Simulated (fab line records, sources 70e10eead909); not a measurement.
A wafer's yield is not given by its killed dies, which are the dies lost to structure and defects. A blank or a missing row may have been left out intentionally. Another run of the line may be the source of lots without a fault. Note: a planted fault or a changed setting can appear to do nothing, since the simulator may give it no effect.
Matching of chambers || flow nandHarc || NHARC_P_GATE_DESCUM_61 on rieDiel-11: 4 sister chambers
The step chemistry O2, time 3 s. 8 wafers are shown with their chamber, then 7 later ones without.

WAFERS WITH THEIR CHAMBER
{"wafer": "L915.5", "chamber": 3, "showerheadPlenumPTorr (Torr)": 1.86, "oesProductAu (a.u.)": 1.015}
{"wafer": "L917.2", "chamber": 0, "showerheadPlenumPTorr (Torr)": 1.85, "oesProductAu (a.u.)": 1.021}
{"wafer": "L918.1", "chamber": 3, "showerheadPlenumPTorr (Torr)": 1.85, "oesProductAu (a.u.)": 1.015}
{"wafer": "L919.1", "chamber": 2, "showerheadPlenumPTorr (Torr)": 2.06, "oesProductAu (a.u.)": 0.990}
{"wafer": "L919.3", "chamber": 1, "showerheadPlenumPTorr (Torr)": 2.03, "oesProductAu (a.u.)": 0.993}
{"wafer": "L919.6", "chamber": 0, "showerheadPlenumPTorr (Torr)": 1.85, "oesProductAu (a.u.)": 1.023}
{"wafer": "L922.2", "chamber": 1, "showerheadPlenumPTorr (Torr)": 2.03, "oesProductAu (a.u.)": 1.009}
{"wafer": "L922.3", "chamber": 2, "showerheadPlenumPTorr (Torr)": 2.06, "oesProductAu (a.u.)": 0.999}

WAFERS WHOSE CHAMBER IS MISSING
{"wafer": "L922.5", "showerheadPlenumPTorr (Torr)": 1.85, "oesProductAu (a.u.)": 1.017}
{"wafer": "L932.1", "showerheadPlenumPTorr (Torr)": 1.85, "oesProductAu (a.u.)": 1.002}
{"wafer": "L932.3", "showerheadPlenumPTorr (Torr)": 2.05, "oesProductAu (a.u.)": 0.988}
{"wafer": "L932.4", "showerheadPlenumPTorr (Torr)": 1.85, "oesProductAu (a.u.)": 1.011}
{"wafer": "L933.3", "showerheadPlenumPTorr (Torr)": 2.02, "oesProductAu (a.u.)": 0.994}
{"wafer": "L933.4", "showerheadPlenumPTorr (Torr)": 1.85, "oesProductAu (a.u.)": 1.012}
{"wafer": "L933.6", "showerheadPlenumPTorr (Torr)": 1.85, "oesProductAu (a.u.)": 0.997}

THE CHAMBER EACH PASSED THROUGH
{"wafer": "L922.5", "from the rows above": "can't be placed: 0 or 3", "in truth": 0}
{"wafer": "L932.1", "from the rows above": "can't be placed: 3 or 0", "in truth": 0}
{"wafer": "L932.3", "from the rows above": 2, "in truth": 2}
{"wafer": "L932.4", "from the rows above": "can't be placed: 3 or 0", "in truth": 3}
{"wafer": "L933.3", "from the rows above": 1, "in truth": 1}
{"wafer": "L933.4", "from the rows above": "can't be placed: 3 or 0", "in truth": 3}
{"wafer": "L933.6", "from the rows above": "can't be placed: 3 or 0", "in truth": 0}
Placed correctly: 2 of 7. Can't be placed from these rows: 5 (the true chamber is among the candidates in 5). 0 placed wrongly.
How it was worked out, from the rows above alone: a wafer's distance from a chamber is the root of the sum, over the readings, of the square of ((its reading less the chamber's mean) divided by the reading's scatter). If the next closest chamber is less than 2 further off than the closest, the wafer can't be placed; otherwise it belongs to the closest. A chamber's mean is the mean of its shown wafers. The scatter is the square root of a quotient: the sum, over the shown wafers, of each reading's squared deviation from its chamber's mean, divided by wafers minus chambers.
